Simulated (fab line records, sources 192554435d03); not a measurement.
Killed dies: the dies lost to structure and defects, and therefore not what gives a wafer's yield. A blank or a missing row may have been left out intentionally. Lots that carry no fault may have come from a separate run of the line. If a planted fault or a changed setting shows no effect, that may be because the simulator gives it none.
fab line records	flow n5Finfet
record lots=7	wafers=21
route steps=1938 shown BEOL_M15@1801 MIM_TOP_LITHO@1843 PASSIVATION@1921
startH: hours from the record's first day to the start of the lot's first wafer shown	waitH: hours from the lot's prior step to this one	" repeats the value in the row above	L1.1+2: several wafers, shown together as one row	- either no value or no given start	* or withheld: withheld	< > ~ a bound
route shown NAME@n: a module of which the file shows steps, and the number in the route of the first	usual: mean/standard deviation taken from wafers without a fault	same: alike in all rows	chamber/n: place in a boat	sites: each site's reading	_std_site: standard deviation across them	_edge_site: mean of outer sites minus mean of inner sites	radiusMm: for every site, how far away it sits from the centre of the wafer	mask NAME#n: copy n	behind: tool/chamber where the wafer was last shaped	hold: the reason the lot was held/the length of the hold in hours/how it ended	device: names the non-switching transistor (n, p or np)	end of line: tests of these same wafers at the route's end	step lacking rows: just its recipe	killed: dies that structure and defects cost at the first sort, which is not the same as the wafer's yield	map: per-die view of a wafer (x killed, . not killed, _ where there is no die)
set.NAME: the setting as run; set.NAME@STEP: as run at that earlier step	model.NAME: the simulator's own value behind a step, which no gauge read
lots where settings were altered on purpose, with a table for each step and a row for each wafer
## steps
# step N5_BEOL_M15_PEB_26
# recipe pebTempC=130	pebTimeS=90
lot.wafer	tool	chamber	startH	waitH	set.pebTempC
L074.2+3	lithoTrack-02	0	247.98	0.0	128
L074.4	"	0	"	"	130
L075.3+4+5	lithoTrack-04	0	249.25	0.0	130
L076.2+5+6	lithoTrack-04	0	262.22	0.0	131
L087.1+2	lithoTrack-05	0	325.31	0.1	130
L087.4	"	0	"	"	128.3
L093.2+4	lithoTrack-05	0	371.59	0.0	131.2
L093.3	"	0	"	"	130
L094.1+2	lithoTrack-04	0	377.44	0.1	130
L094.5	"	0	"	"	127.8
L095.3+4+5	lithoTrack-02	0	386.85	0.0	130
# step N5_BEOL_M15_DEVELOP_27
# recipe developTimeS=45	rinseLiquid=diw	dry=airSpin	devTempC=21
# step N5_BEOL_M15_HARDBAKE_32
# recipe tempC=130	timeS=120
# step N5_BEOL_M15_CD_MEAS_28
# recipe targetCdNm=407.6	landingEnergyEv=500	detector=seInlens
# usual cdNm=407.7/1.9
lot.wafer	tool	chamber	startH	waitH	set.pebTempC@BEOL_M15_PEB_26	cdNm
L074.2	cdSem-03	0	248.10	-	128	396.2
L074.3	"	0	"	"	128	397.6
L074.4	"	0	"	"	130	407.0
L075.3	cdSem-02	0	249.37	-	130	409.9
L075.4	"	0	"	"	130	406.3
L075.5	"	0	"	"	130	407.2
L076.2	cdSem-03	0	262.33	-	131	412.4
L076.5	"	0	"	"	131	412.7
L076.6	"	0	"	"	131	411.3
L087.1	cdSem-01	0	325.43	-	130	407.7
L087.2	"	0	"	"	130	407.1
L087.4	"	0	"	"	128.3	398.0
L093.2	cdSem-03	0	371.71	-	131.2	415.7
L093.3	"	0	"	"	130	411.1
L093.4	"	0	"	"	131.2	415.6
L094.1	cdSem-03	0	377.56	-	130	405.2
L094.2	"	0	"	"	130	405.1
L094.5	"	0	"	"	127.8	393.5
L095.3	cdSem-03	0	386.97	-	130	406.2
L095.4	"	0	"	"	130	407.1
L095.5	"	0	"	"	130	407.2
# step N5_BEOL_M15_DESCUM_33
# recipe chemistry=O2	timeS=7.9	sourcePowerW=50	biasPowerW=20	pressureMtorr=20	rfFrequencyHz=2.712e+07	tempC=40	o2FlowSccm=225
lot.wafer	tool	chamber	startH	waitH	set.pebTempC@BEOL_M15_PEB_26	model.BEOL_M15.cdNm
L074.2	rieDiel-01	0	248.40	0.2	128	396.4
L074.3	"	3	"	"	128	397.6
L074.4	"	1	"	"	130	407
L075.3	rieDiel-02	0	249.46	0.0	130	410.2
L075.4	"	1	"	"	130	406.4
L075.5	"	3	"	"	130	407.8
L076.2	rieDiel-01	3	262.42	0.0	131	412.8
L076.5	"	1	"	"	131	412.4
L076.6	"	2	"	"	131	411.4
L087.1	rieDiel-02	1	325.52	0.0	130	407.6
L087.2	"	3	"	"	130	407.2
L087.4	"	0	"	"	128.3	398
L093.2	rieDiel-01	0	371.80	0.0	131.2	415.8
L093.3	"	2	"	"	130	411
L093.4	"	3	"	"	131.2	415.4
L094.1	rieDiel-01	2	377.71	0.1	130	405.2
L094.2	"	1	"	"	130	405.4
L094.5	"	0	"	"	127.8	393.4
L095.3	rieDiel-01	0	387.05	0.0	130	406
L095.4	"	1	"	"	130	407.2
L095.5	"	2	"	"	130	-
# step N5_BEOL_M15_ETCH_61
# recipe chemistry=N2/H2	target=BARC	targetDepthA=890	overetchA=267	timeS=67.9	ionEnergyEv=200	pressureMtorr=30	sourceW=840	biasW=150	n2FlowSccm=200	h2FlowSccm=200
lot.wafer	tool	chamber	startH	waitH	set.pebTempC@BEOL_M15_PEB_26	model.BEOL_M15.cdNm
L074.2	rieDiel-01	0	248.43	0.0	128	389.4
L074.3	"	3	"	"	128	388.8
L074.4	"	1	"	"	130	399.8
L075.3	rieDiel-02	0	249.49	0.0	130	402
L075.4	"	1	"	"	130	397.4
L075.5	"	3	"	"	130	402.4
L076.2	rieDiel-01	3	262.45	0.0	131	404.6
L076.5	"	1	"	"	131	405.6
L076.6	"	2	"	"	131	403
L087.1	rieDiel-02	1	325.55	0.0	130	398.8
L087.2	"	3	"	"	130	400.4
L087.4	"	0	"	"	128.3	391.6
L093.2	rieDiel-01	0	371.83	0.0	131.2	408.4
L093.3	"	2	"	"	130	403.2
L093.4	"	3	"	"	131.2	407
L094.1	rieDiel-01	2	377.74	0.0	130	397.2
L094.2	"	1	"	"	130	398
L094.5	"	0	"	"	127.8	387
L095.3	rieDiel-01	0	387.09	0.0	130	398.4
L095.4	"	1	"	"	130	399.2
L095.5	"	2	"	"	130	398.6
# step N5_BEOL_M15_TRENCH_ETCH_34
# recipe chemistry=C4F8/O2/Ar	target=SiO2	targetDepthA=8729.3	heInnerTorr=15	heOuterTorr=30	timeS=199	ionEnergyEv=800	pressureMtorr=20	sourceW=1905	biasW=2040	Ar_flow_sccm=400	C4F8_flow_sccm=16	O2_flow_sccm=12
lot.wafer	tool	chamber	startH	waitH	set.pebTempC@BEOL_M15_PEB_26	model.BEOL_M15.cdNm
L074.2	rieDiel-01	0	248.49	0.0	128	390.2
L074.3	"	3	"	"	128	389
L074.4	"	1	"	"	130	399.6
L075.3+5	rieDiel-02	0,3	249.55	0.0	130	402.4
L075.4	"	1	"	"	130	397.2
L076.2	rieDiel-01	3	262.51	0.0	131	405
L076.5	"	1	"	"	131	405.2
L076.6	"	2	"	"	131	403.4
L087.1	rieDiel-02	1	325.60	0.0	130	398.6
L087.2	"	3	"	"	130	400.8
L087.4	"	0	"	"	128.3	392.4
L093.2	rieDiel-01	0	371.88	0.0	131.2	408.8
L093.3	"	2	"	"	130	402.6
L093.4	"	3	"	"	131.2	406.4
L094.1	rieDiel-01	2	377.79	0.0	130	397.4
L094.2	"	1	"	"	130	398.2
L094.5	"	0	"	"	127.8	386.8
L095.3	rieDiel-01	0	387.14	0.0	130	399
L095.4	"	1	"	"	130	400
L095.5	"	2	"	"	130	399.2
# step N5_MIM_TOP_LITHO_EXPOSE_05
# recipe maskId=MIM_TOP	na=0.55	sourceShape=conventional	sigmaOuter=0.8	polarization=unpolarized	targetCdNm=2000	doseMj=20.5
lot.wafer	tool	chamber	startH	waitH	mask	set.doseMj
L074.2	krfScanner-02	0	258.22	-	MIM_TOP#0	21.24
L074.3+4	"	0	"	"	MIM_TOP#0	20.5
L075.3+4	krfScanner-02	0	259.32	-	MIM_TOP#0	20.5
L075.5	"	0	"	"	MIM_TOP#0	19.89
L076.2+5	krfScanner-01	0	268.57	-	MIM_TOP#0	20.5
L076.6	"	0	"	"	MIM_TOP#0	18.97
L087.1+2	krfScanner-02	0	333.84	-	MIM_TOP#0	19.11
L087.4	"	0	"	"	MIM_TOP#0	20.5
L093.2+3	krfScanner-01	0	379.03	-	MIM_TOP#0	20.5
L093.4	"	0	"	"	MIM_TOP#0	19.45
L094.1+2+5	krfScanner-02	0	384.37	-	MIM_TOP#0	20.5
L095.3+4+5	krfScanner-01	0	395.32	-	MIM_TOP#0	20.5
# step N5_MIM_TOP_LITHO_PEB_06
# recipe pebTempC=withheld	pebTimeS=*
# step N5_MIM_TOP_LITHO_DEVELOP_07
# recipe developTimeS=60	rinseLiquid=diw	dry=airSpin	devTempC=21
# step N5_MIM_TOP_LITHO_HARDBAKE_09
# recipe tempC=130	timeS=120
# step N5_MIM_TOP_LITHO_CD_MEAS_08
# recipe targetCdNm=2000	landingEnergyEv=500	detector=seInlens
# usual cdNm=2000.8/1.9
lot.wafer	tool	chamber	startH	waitH	set.doseMj@MIM_TOP_LITHO_EXPOSE_05	cdNm
L074.2	cdSem-02	0	258.39	-	21.24	1995.3
L074.3	"	0	"	"	20.5	2001.2
L074.4	"	0	"	"	20.5	1998.4
L075.3	cdSem-01	0	259.48	-	20.5	2000.4
L075.4	"	0	"	"	20.5	1996.0
L075.5	"	0	"	"	19.89	2008.1
L076.2	cdSem-03	0	268.74	-	20.5	1999.3
L076.5	"	0	"	"	20.5	2001.4
L076.6	"	0	"	"	18.97	2016.0
L087.1	cdSem-01	0	334.02	-	19.11	2014.4
L087.2	"	0	"	"	19.11	2012.9
L087.4	"	0	"	"	20.5	2003.0
L093.2	cdSem-03	0	379.20	-	20.5	1999.9
L093.3	"	0	"	"	20.5	2001.6
L093.4	"	0	"	"	19.45	2009.0
L094.1	cdSem-01	0	384.55	-	20.5	1996.4
L094.2	"	0	"	"	20.5	2001.7
L094.5	"	0	"	"	20.5	1998.5
L095.3	cdSem-02	0	395.49	-	20.5	2004.0
L095.4	"	0	"	"	20.5	2002.1
L095.5	"	0	"	"	20.5	2003.1
# step N5_MIM_TOP_LITHO_DESCUM_10
# recipe chemistry=O2	timeS=7.9	sourcePowerW=50	biasPowerW=20	pressureMtorr=20	rfFrequencyHz=2.712e+07	tempC=40	o2FlowSccm=225
lot.wafer	tool	chamber	startH	waitH	set.doseMj@MIM_TOP_LITHO_EXPOSE_05	model.MIM_TOP_LITHO.cdNm
L074.2	rieDiel-04	3	258.48	0.0	21.24	1995
L074.3	"	1	"	"	20.5	2001
L074.4	"	2	"	"	20.5	1999
L075.3	rieDiel-05	2	259.58	0.0	20.5	2001
L075.4	"	3	"	"	20.5	1996
L075.5	"	1	"	"	19.89	2008
L076.2	rieDiel-05	2	268.83	0.0	20.5	2000
L076.5	"	1	"	"	20.5	2001
L076.6	"	0	"	"	18.97	2016
L087.1	rieDiel-04	0	334.11	0.0	19.11	2014
L087.2	"	1	"	"	19.11	2013
L087.4	"	1	"	"	20.5	2003
L093.2	rieDiel-06	2	379.33	0.1	20.5	2000
L093.3	"	1	"	"	20.5	2002
L093.4	"	0	"	"	19.45	2009
L094.1	rieDiel-06	0	384.64	0.0	20.5	1997
L094.2	"	2	"	"	20.5	2002
L094.5	"	2	"	"	20.5	1998
L095.3	rieDiel-05	0	395.58	0.0	20.5	2004
L095.4	"	1	"	"	20.5	2002
L095.5	"	0	"	"	20.5	2003
# step N5_PASSIVATION_EXPOSE_41
# recipe maskId=PASS_OPEN	na=0.55	defocusNm=0	sourceShape=conventional	sigmaOuter=0.8	polarization=unpolarized	targetCdNm=40000	doseMj=57.25
lot.wafer	tool	chamber	startH	waitH	mask	set.doseMj
L075.3+5	krfScanner-02	0	266.60	-	PASS_OPEN#0	55.74
L075.4	"	0	"	"	PASS_OPEN#0	57.25
L074.2+4	krfScanner-01	0	266.75	-	PASS_OPEN#0	54.23
L074.3	"	0	"	"	PASS_OPEN#0	57.25
L076.2+5+6	krfScanner-02	0	278.32	-	PASS_OPEN#0	57.25
L087.1	krfScanner-01	0	339.31	-	PASS_OPEN#0	57.25
L087.2+4	"	0	"	"	PASS_OPEN#0	53.16
L093.2+3+4	krfScanner-01	0	385.10	-	PASS_OPEN#0	61.32
L094.1+2+5	krfScanner-01	0	390.05	-	PASS_OPEN#0	57.25
L095.3+4+5	krfScanner-01	0	401.68	-	PASS_OPEN#0	57.25
# step N5_PASSIVATION_PEB_42
# recipe pebTempC=withheld	pebTimeS=*
# step N5_PASSIVATION_DEVELOP_43
# recipe developTimeS=60	rinseLiquid=diw	dry=airSpin	devTempC=21
# step N5_PASSIVATION_HARDBAKE_45
# recipe tempC=130	timeS=120
# step N5_PASSIVATION_CD_MEAS_44
# recipe targetCdNm=40000	landingEnergyEv=500	detector=seInlens
# usual cdNm=39999/4.3
lot.wafer	tool	chamber	startH	waitH	set.doseMj@PASSIVATION_EXPOSE_41	cdNm
L075.3	cdSem-03	0	266.77	-	55.74	39990
L075.4	"	0	"	"	57.25	39997
L075.5	"	0	"	"	55.74	39992
L074.2	cdSem-01	0	266.93	-	54.23	39977
L074.3	"	0	"	"	57.25	40000
L074.4	"	0	"	"	54.23	39986
L076.2	cdSem-02	0	278.50	-	57.25	39998
L076.5	"	0	"	"	57.25	39995
L076.6	"	0	"	"	57.25	39994
L087.1	cdSem-02	0	339.49	-	57.25	39998
L087.2	"	0	"	"	53.16	39973
L087.4	"	0	"	"	53.16	39966
L093.2	cdSem-02	0	385.27	-	61.32	40032
L093.3	"	0	"	"	61.32	40031
L093.4	"	0	"	"	61.32	40037
L094.1	cdSem-03	0	390.23	-	57.25	39998
L094.2	"	0	"	"	57.25	39999
L094.5	"	0	"	"	57.25	40000
L095.3	cdSem-03	0	401.85	-	57.25	39992
L095.4	"	0	"	"	57.25	39993
L095.5	"	0	"	"	57.25	39994
## key
split step=N5_BEOL_M15_PEB_26	setting=pebTempC	stated=130	by=wafer
response step=N5_BEOL_M15_CD_MEAS_28	reading=cdNm	change=+6.64	per=1%	r=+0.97
response step=N5_BEOL_M15_DESCUM_33	reading=model.BEOL_M15.cdNm	change=+6.68	per=1%	r=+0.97
response step=N5_BEOL_M15_ETCH_61	reading=model.BEOL_M15.cdNm	change=+6.29	per=1%	r=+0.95
response step=N5_BEOL_M15_TRENCH_ETCH_34	reading=model.BEOL_M15.cdNm	change=+6.18	per=1%	r=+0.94
split step=N5_MIM_TOP_LITHO_EXPOSE_05	setting=doseMj	stated=20.5	by=wafer
response step=N5_MIM_TOP_LITHO_CD_MEAS_08	reading=cdNm	change=-1.85	per=1%	r=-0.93
response step=N5_MIM_TOP_LITHO_DESCUM_10	reading=model.MIM_TOP_LITHO.cdNm	change=-1.82	per=1%	r=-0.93
split step=N5_PASSIVATION_EXPOSE_41	setting=doseMj	stated=57.25	by=wafer
response step=N5_PASSIVATION_CD_MEAS_44	reading=cdNm	change=+3.64	per=1%	r=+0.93
